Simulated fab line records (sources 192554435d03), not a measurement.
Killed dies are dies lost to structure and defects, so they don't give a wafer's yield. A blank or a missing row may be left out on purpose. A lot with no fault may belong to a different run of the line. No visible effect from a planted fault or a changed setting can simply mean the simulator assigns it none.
Which tool did it? || flow n5 finfet || 10 lots, 30 wafers sampled, at 5 steps of a route of 1938

== WHAT THE GAUGES SHOWED, per wafer ==
N5_BEOL_M4_RC_MEAS_101.
{"lot": "L927", "measured": "day 9 11:40", "on": "prober-01", "CJ_P": "5.93 5.90 5.74", "DIBL_N (mV/V)": "36.4 33.3 35.5", "DIBL_P (mV/V)": "36.7 33.2 35.5", "IOFF_N (nA/um)": "0.144 0.112 0.134", "IOFF_P (nA/um)": "0.225 0.173 0.205", "IOFF_P_85C (nA/um)": "3.9 3.1 3.6", "IOFF_P_LIN (nA/um)": "0.106 0.089 0.100", "ION_N (uA/um)": "652 676 669", "ION_P (uA/um)": "459 465 464", "SS_N (mV/dec)": "70.8 70.8 71.2", "SS_P (mV/dec)": "73.0 71.9 72.8", "VT_N (mV)": "252.7 254.2 252.9", "VT_P (mV)": "-248.0 -249.8 -250.0"}
{"lot": "L930", "measured": "day 10 16:14", "on": "prober-01", "CJ_P": "5.90 5.92 5.88", "DIBL_N (mV/V)": "36.3 36.8 36.5", "DIBL_P (mV/V)": "37.8 38.2 37.6", "IOFF_N (nA/um)": "0.171 0.169 0.159", "IOFF_P (nA/um)": "0.235 0.243 0.227", "IOFF_P_85C (nA/um)": "4.0 4.1 3.8", "IOFF_P_LIN (nA/um)": "0.109 0.112 0.105", "ION_N (uA/um)": "689 678 676", "ION_P (uA/um)": "472 466 464", "SS_N (mV/dec)": "71.7 71.7 71.7", "SS_P (mV/dec)": "73.8 72.6 73.7", "VT_N (mV)": "245.1 248.6 250.6", "VT_P (mV)": "-249.2 -249.1 -249.4"}
{"lot": "L933", "measured": "day 11 07:54", "on": "prober-02", "CJ_P": "5.76 5.80 5.66", "DIBL_N (mV/V)": "37.8 36.2 37.2", "DIBL_P (mV/V)": "36.6 35.0 35.5", "IOFF_N (nA/um)": "0.164 0.148 0.161", "IOFF_P (nA/um)": "0.201 0.183 0.202", "IOFF_P_85C (nA/um)": "3.6 3.3 3.6", "IOFF_P_LIN (nA/um)": "0.096 0.091 0.097", "ION_N (uA/um)": "673 663 663", "ION_P (uA/um)": "456 451 451", "SS_N (mV/dec)": "71.4 71.5 72.0", "SS_P (mV/dec)": "73.5 73.3 73.1", "VT_N (mV)": "248.8 250.9 250.2", "VT_P (mV)": "-251.1 -253.0 -249.0"}
{"lot": "L937", "measured": "day 12 05:11", "on": "prober-02", "CJ_P": "1.78 1.81 1.83", "DIBL_N (mV/V)": "36.0 34.2 35.2", "DIBL_P (mV/V)": "45.8 42.1 48.9", "IOFF_N (nA/um)": "0.159 0.129 0.141", "IOFF_P (nA/um)": "0.681 0.519 0.971", "IOFF_P_85C (nA/um)": "10.0 8.0 13.6", "IOFF_P_LIN (nA/um)": "0.168 0.145 0.174", "ION_N (uA/um)": "679 669 663", "ION_P (uA/um)": "478 474 471", "SS_N (mV/dec)": "72.1 71.5 71.1", "SS_P (mV/dec)": "79.8 78.7 84.2", "VT_N (mV)": "249.3 251.4 250.4", "VT_P (mV)": "-243.6 -244.0 -246.0"}
{"lot": "L939", "measured": "day 12 16:58", "on": "prober-01", "CJ_P": "1.92 1.91 1.92", "DIBL_N (mV/V)": "33.7 32.4 34.8", "DIBL_P (mV/V)": "51.7 45.9 51.4", "IOFF_N (nA/um)": "0.131 0.114 0.151", "IOFF_P (nA/um)": "1.143 0.680 1.106", "IOFF_P_85C (nA/um)": "15.2 9.9 14.6", "IOFF_P_LIN (nA/um)": "0.169 0.138 0.175", "ION_N (uA/um)": "664 662 660", "ION_P (uA/um)": "473 468 468", "SS_N (mV/dec)": "71.2 71.1 70.9", "SS_P (mV/dec)": "86.5 82.0 85.8", "VT_N (mV)": "252.4 254.5 249.7", "VT_P (mV)": "-246.8 -248.8 -244.5"}
{"lot": "L941", "measured": "day 12 22:19", "on": "prober-02", "CJ_P": "5.77 5.85 5.68", "DIBL_N (mV/V)": "38.6 36.9 39.0", "DIBL_P (mV/V)": "37.3 36.2 37.4", "IOFF_N (nA/um)": "0.201 0.162 0.196", "IOFF_P (nA/um)": "0.240 0.213 0.229", "IOFF_P_85C (nA/um)": "4.0 3.7 3.9", "IOFF_P_LIN (nA/um)": "0.112 0.102 0.107", "ION_N (uA/um)": "679 664 666", "ION_P (uA/um)": "465 454 460", "SS_N (mV/dec)": "71.2 70.9 71.8", "SS_P (mV/dec)": "73.5 73.0 73.7", "VT_N (mV)": "245.6 249.2 246.6", "VT_P (mV)": "-246.5 -248.0 -249.1"}
{"lot": "L942", "measured": "day 13 12:11", "on": "prober-01", "CJ_P": "5.90 5.86 5.89", "DIBL_N (mV/V)": "36.0 37.5 36.9", "DIBL_P (mV/V)": "36.4 38.9 38.2", "IOFF_N (nA/um)": "0.163 0.194 0.180", "IOFF_P (nA/um)": "0.219 0.256 0.244", "IOFF_P_85C (nA/um)": "3.8 4.2 4.1", "IOFF_P_LIN (nA/um)": "0.104 0.114 0.112", "ION_N (uA/um)": "675 671 674", "ION_P (uA/um)": "461 460 465", "SS_N (mV/dec)": "71.3 71.9 71.4", "SS_P (mV/dec)": "73.2 73.7 73.9", "VT_N (mV)": "246.9 245.0 247.3", "VT_P (mV)": "-248.3 -248.7 -248.9"}
{"lot": "L944", "measured": "day 13 19:11", "on": "prober-02", "CJ_P": "5.79 5.90 5.93", "DIBL_N (mV/V)": "36.3 36.1 38.6", "DIBL_P (mV/V)": "38.1 38.3 40.1", "IOFF_N (nA/um)": "0.159 0.160 0.200", "IOFF_P (nA/um)": "0.214 0.214 0.258", "IOFF_P_85C (nA/um)": "3.7 3.7 4.4", "IOFF_P_LIN (nA/um)": "0.102 0.102 0.116", "ION_N (uA/um)": "680 672 682", "ION_P (uA/um)": "465 465 469", "SS_N (mV/dec)": "71.2 71.2 72.3", "SS_P (mV/dec)": "73.8 73.3 74.7", "VT_N (mV)": "251.0 251.5 247.2", "VT_P (mV)": "-251.5 -250.7 -249.7"}

== WHAT TOOL EACH LOT RAN ON (gives the tool, then ch and the chambers of the sampled wafers, and finally the start) ==
{"lot": "L927", "N5_WELL_APT_IMPLANT_15": "implanter-01 ch 0, day 3 02:14", "N5_WELL_APT_EPI_41": "epi rpcvd-03 ch 0, day 3 05:10", "N5_FIN_SAQP_PECVD_47": "pecvd-04 ch 0,1,2, day 3 11:02", "N5_FIN_SAQP_PECVD_06": "pecvd-04 ch 0,1,2, day 3 11:07"}
{"lot": "L930", "N5_WELL_APT_IMPLANT_15": "implanter-02 ch 0, day 3 20:41", "N5_WELL_APT_EPI_41": "epi rpcvd-03 ch 0, day 3 23:08", "N5_FIN_SAQP_PECVD_47": "pecvd-01 ch 0,1, day 4 04:35", "N5_FIN_SAQP_PECVD_06": "pecvd-01 ch 0,1, day 4 04:41"}
{"lot": "L933", "N5_WELL_APT_IMPLANT_15": "implanter-02 ch 0, day 4 14:34", "N5_WELL_APT_EPI_41": "epi rpcvd-03 ch 0, day 4 16:37", "N5_FIN_SAQP_PECVD_47": "pecvd-01 ch 0,1, day 4 21:51", "N5_FIN_SAQP_PECVD_06": "pecvd-01 ch 0,1, day 4 21:56"}
{"lot": "L935", "N5_WELL_APT_IMPLANT_15": "implanter-02 ch 0, day 5 02:01", "N5_WELL_APT_EPI_41": "epi rpcvd-01 ch 0, day 5 04:13", "N5_FIN_SAQP_PECVD_47": "pecvd-04 ch 0,1,2, day 5 10:01", "N5_FIN_SAQP_PECVD_06": "pecvd-04 ch 0,1,2, day 5 10:05"}
{"lot": "L936", "N5_WELL_APT_IMPLANT_15": "implanter-02 ch 0, day 5 08:05", "N5_WELL_APT_EPI_41": "epi rpcvd-04 ch 0, day 5 10:16", "N5_FIN_SAQP_PECVD_47": "pecvd-01 ch 0,1,2, day 5 14:59", "N5_FIN_SAQP_PECVD_06": "pecvd-01 ch 0,1,2, day 5 15:04"}
{"lot": "L937", "N5_WELL_APT_IMPLANT_15": "implanter-02 ch 0, day 5 14:17", "N5_WELL_APT_EPI_41": "epi rpcvd-04 ch 0, day 5 16:26", "N5_FIN_SAQP_PECVD_47": "pecvd-01 ch 0,1,2, day 5 22:11", "N5_FIN_SAQP_PECVD_06": "pecvd-01 ch 0,1,2, day 5 22:16"}
{"lot": "L939", "N5_WELL_APT_IMPLANT_15": "implanter-02 ch 0, day 6 02:15", "N5_WELL_APT_EPI_41": "epi rpcvd-01 ch 0, day 6 04:22", "N5_FIN_SAQP_PECVD_47": "pecvd-02 ch 0,1, day 6 10:34", "N5_FIN_SAQP_PECVD_06": "pecvd-02 ch 0,1, day 6 10:38"}
{"lot": "L941", "N5_WELL_APT_IMPLANT_15": "implanter-01 ch 0, day 6 14:12", "N5_WELL_APT_EPI_41": "epi rpcvd-03 ch 0, day 6 17:24", "N5_FIN_SAQP_PECVD_47": "pecvd-04 ch 1,2, day 6 23:14", "N5_FIN_SAQP_PECVD_06": "pecvd-04 ch 1,2, day 6 23:22"}
{"lot": "L942", "N5_WELL_APT_IMPLANT_15": "implanter-01 ch 0, day 6 20:25", "N5_WELL_APT_EPI_41": "epi rpcvd-03 ch 0, day 6 22:39", "N5_FIN_SAQP_PECVD_47": "pecvd-01 ch 1,2, day 7 03:29", "N5_FIN_SAQP_PECVD_06": "pecvd-01 ch 1,2, day 7 03:34"}
{"lot": "L944", "N5_WELL_APT_IMPLANT_15": "implanter-01 ch 0, day 7 08:04", "N5_WELL_APT_EPI_41": "epi rpcvd-01 ch 0, day 7 09:56", "N5_FIN_SAQP_PECVD_47": "pecvd-01 ch 0,2, day 7 15:34", "N5_FIN_SAQP_PECVD_06": "pecvd-01 ch 0,2, day 7 15:41"}
- N5_WELL_APT_IMPLANT_15
- N5_WELL_APT_EPI_41: deposits Si from SiH4/H2, target thk 50 nm, time 297.7 s.
- N5_FIN_SAQP_PECVD_47: deposits a-Si from SiH4/He, target thk 45 nm, time 36.3 s.
- N5_FIN_SAQP_PECVD_06: deposits a-Si from SiH4/He, target thk 60 nm, time 48.1 s.

== WHAT THE TOOLS THEMSELVES READ (means of the sampled wafers that have a number; where no wafer has one, the mark that the record gives instead) ==
N5_WELL_APT_IMPLANT_15.
{"lot": "L927", "tool": "implanter-01", "dose ions cm2": 1.5e+13, "faraday current uA": 187}
{"lot": "L930", "tool": "implanter-02", "dose ions cm2": 1.5e+13, "faraday current uA": 192}
{"lot": "L933", "tool": "implanter-02", "dose ions cm2": 1.5e+13, "faraday current uA": 192}
{"lot": "L935", "tool": "implanter-02", "dose ions cm2": 1.5e+12, "faraday current uA": 19}
{"lot": "L936", "tool": "implanter-02", "dose ions cm2": 1.5e+12, "faraday current uA": 19}
{"lot": "L937", "tool": "implanter-02", "dose ions cm2": 1.5e+12, "faraday current uA": 19}
{"lot": "L939", "tool": "implanter-02", "dose ions cm2": 1.5e+12, "faraday current uA": 20}
{"lot": "L941", "tool": "implanter-01", "dose ions cm2": 1.5e+13, "faraday current uA": 191}
{"lot": "L942", "tool": "implanter-01", "dose ions cm2": 1.5e+13, "faraday current uA": 192}
{"lot": "L944", "tool": "implanter-01", "dose ions cm2": 1.5e+13, "faraday current uA": 190}

N5_WELL_APT_EPI_41.
{"lot": "L927", "tool": "epi rpcvd-03", "throttle valve pct (%)": 11.58}
{"lot": "L930", "tool": "epi rpcvd-03", "throttle valve pct (%)": 11.43}
{"lot": "L933", "tool": "epi rpcvd-03", "throttle valve pct (%)": 11.35}
{"lot": "L935", "tool": "epi rpcvd-01", "throttle valve pct (%)": 11.28}
{"lot": "L936", "tool": "epi rpcvd-04", "throttle valve pct (%)": 11.56}
{"lot": "L937", "tool": "epi rpcvd-04", "throttle valve pct (%)": 11.37}
{"lot": "L939", "tool": "epi rpcvd-01", "throttle valve pct (%)": 11.32}
{"lot": "L941", "tool": "epi rpcvd-03", "throttle valve pct (%)": 11.37}
{"lot": "L942", "tool": "epi rpcvd-03", "throttle valve pct (%)": 11.37}
{"lot": "L944", "tool": "epi rpcvd-01", "throttle valve pct (%)": 11.25}

N5_FIN_SAQP_PECVD_47.
{"lot": "L927", "tool": "pecvd-04", "heater power w (W)": 758, "rf fwd power W (W)": 99.1, "showerhead plenum p Torr (Torr)": 5.64, "throttle valve pct (%)": 18.8}
{"lot": "L930", "tool": "pecvd-01", "heater power w (W)": 667, "rf fwd power W (W)": 99.7, "showerhead plenum p Torr (Torr)": 5.68, "throttle valve pct (%)": 18.3}
{"lot": "L933", "tool": "pecvd-01", "heater power w (W)": 702, "rf fwd power W (W)": 99.8, "showerhead plenum p Torr (Torr)": 5.67, "throttle valve pct (%)": 18.1}
{"lot": "L935", "tool": "pecvd-04", "heater power w (W)": 771, "rf fwd power W (W)": 98.9, "showerhead plenum p Torr (Torr)": 5.66, "throttle valve pct (%)": 18.7}
{"lot": "L936", "tool": "pecvd-01", "heater power w (W)": 689, "rf fwd power W (W)": 99.4, "showerhead plenum p Torr (Torr)": 5.68, "throttle valve pct (%)": 18.1}
{"lot": "L937", "tool": "pecvd-01", "heater power w (W)": 700, "rf fwd power W (W)": 99.1, "showerhead plenum p Torr (Torr)": 5.69, "throttle valve pct (%)": 18.2}
{"lot": "L939", "tool": "pecvd-02", "heater power w (W)": 813, "rf fwd power W (W)": 99.1, "showerhead plenum p Torr (Torr)": 5.66, "throttle valve pct (%)": 18.7}
{"lot": "L941", "tool": "pecvd-04", "heater power w (W)": 737, "rf fwd power W (W)": 98.4, "showerhead plenum p Torr (Torr)": 5.67, "throttle valve pct (%)": 19.5}
{"lot": "L942", "tool": "pecvd-01", "heater power w (W)": 679, "rf fwd power W (W)": 99.2, "showerhead plenum p Torr (Torr)": 5.70, "throttle valve pct (%)": 18.2}
{"lot": "L944", "tool": "pecvd-01", "heater power w (W)": 720, "rf fwd power W (W)": 99.1, "showerhead plenum p Torr (Torr)": 5.68, "throttle valve pct (%)": 18.0}

N5_FIN_SAQP_PECVD_06.
{"lot": "L927", "tool": "pecvd-04", "heater power w (W)": 781, "rf fwd power W (W)": 99.1, "showerhead plenum p Torr (Torr)": 5.65, "throttle valve pct (%)": 18.7}
{"lot": "L930", "tool": "pecvd-01", "heater power w (W)": 660, "rf fwd power W (W)": 99.7, "showerhead plenum p Torr (Torr)": 5.69, "throttle valve pct (%)": 18.2}
{"lot": "L933", "tool": "pecvd-01", "heater power w (W)": 691, "rf fwd power W (W)": 99.8, "showerhead plenum p Torr (Torr)": 5.67, "throttle valve pct (%)": 18.2}
{"lot": "L935", "tool": "pecvd-04", "heater power w (W)": 788, "rf fwd power W (W)": 99.4, "showerhead plenum p Torr (Torr)": 5.65, "throttle valve pct (%)": 18.7}
{"lot": "L936", "tool": "pecvd-01", "heater power w (W)": 650, "rf fwd power W (W)": 99.2, "showerhead plenum p Torr (Torr)": 5.69, "throttle valve pct (%)": 18.0}
{"lot": "L937", "tool": "pecvd-01", "heater power w (W)": 653, "rf fwd power W (W)": 99.8, "showerhead plenum p Torr (Torr)": 5.68, "throttle valve pct (%)": 18.3}
{"lot": "L939", "tool": "pecvd-02", "heater power w (W)": 741, "rf fwd power W (W)": 99.1, "showerhead plenum p Torr (Torr)": 5.67, "throttle valve pct (%)": 18.8}
{"lot": "L941", "tool": "pecvd-04", "heater power w (W)": 722, "rf fwd power W (W)": 99.0, "showerhead plenum p Torr (Torr)": 5.67, "throttle valve pct (%)": 19.4}
{"lot": "L942", "tool": "pecvd-01", "heater power w (W)": 607, "rf fwd power W (W)": 99.4, "showerhead plenum p Torr (Torr)": 5.70, "throttle valve pct (%)": 18.1}
{"lot": "L944", "tool": "pecvd-01", "heater power w (W)": 661, "rf fwd power W (W)": 99.6, "showerhead plenum p Torr (Torr)": 5.69, "throttle valve pct (%)": 18.1}

== THE ANSWER, worked out from the rows above alone ==
Rule: usual is defined by the lots themselves. The widest of any qualifying gaps counts: lots, ordered by their means at a reading, are off when they make up no more than a third of the lots, leave a main group of 4 or more, and stand apart from it by 3 or more times the standard deviation of that group's means. If all means in a main group match to the digits the tables above print for the reading, that group is not used. Also off: a lot with no number at a reading for which 4 or more lots have one. All remaining lots with rows at the step are treated as sound. After the gauges, taken in route order, come the tools' own readings; for these a lot's mean is taken, as printed above. At the first step where some lot is off, the reading lying furthest off is the one used; lots without a number count as furthest.
Off: at N5_BEOL_M4_RC_MEAS_101 (CJ_P), L937, L939. The main group has a mean of 5.84 with a standard deviation of 0.061. Neither off nor sound, because the step has no rows for them: L935, L936.
If a tool, at a process step before that reading, ran all the lots that are off and no sound lot after the first of them, it fits. Gauges at N5_BEOL_M4_RC_MEAS_101: tried the same way as those tools. One fits: N5_WELL_APT_IMPLANT_15 on implanter-02. A fault onset in the window from L933 (day 4 14:34, its last sound lot) to L937 (day 5 14:17, its first lot off) fits.
The tool's own readings at N5_WELL_APT_IMPLANT_15 bear it out: on the lots that are off they differ by more than 5 times the standard deviation of the sound lots' means. dose ions cm2 reads 1.5e+12 there against 1.5e+13 on the sound lots; faraday current uA reads 20 there against 191 on the sound lots.

== WHAT THE SIMULATOR HAD INSERTED ==
Drift in process parameters on implanter-02 at N5_WELL_APT_IMPLANT_15, starting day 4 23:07. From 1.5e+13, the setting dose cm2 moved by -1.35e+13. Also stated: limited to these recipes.
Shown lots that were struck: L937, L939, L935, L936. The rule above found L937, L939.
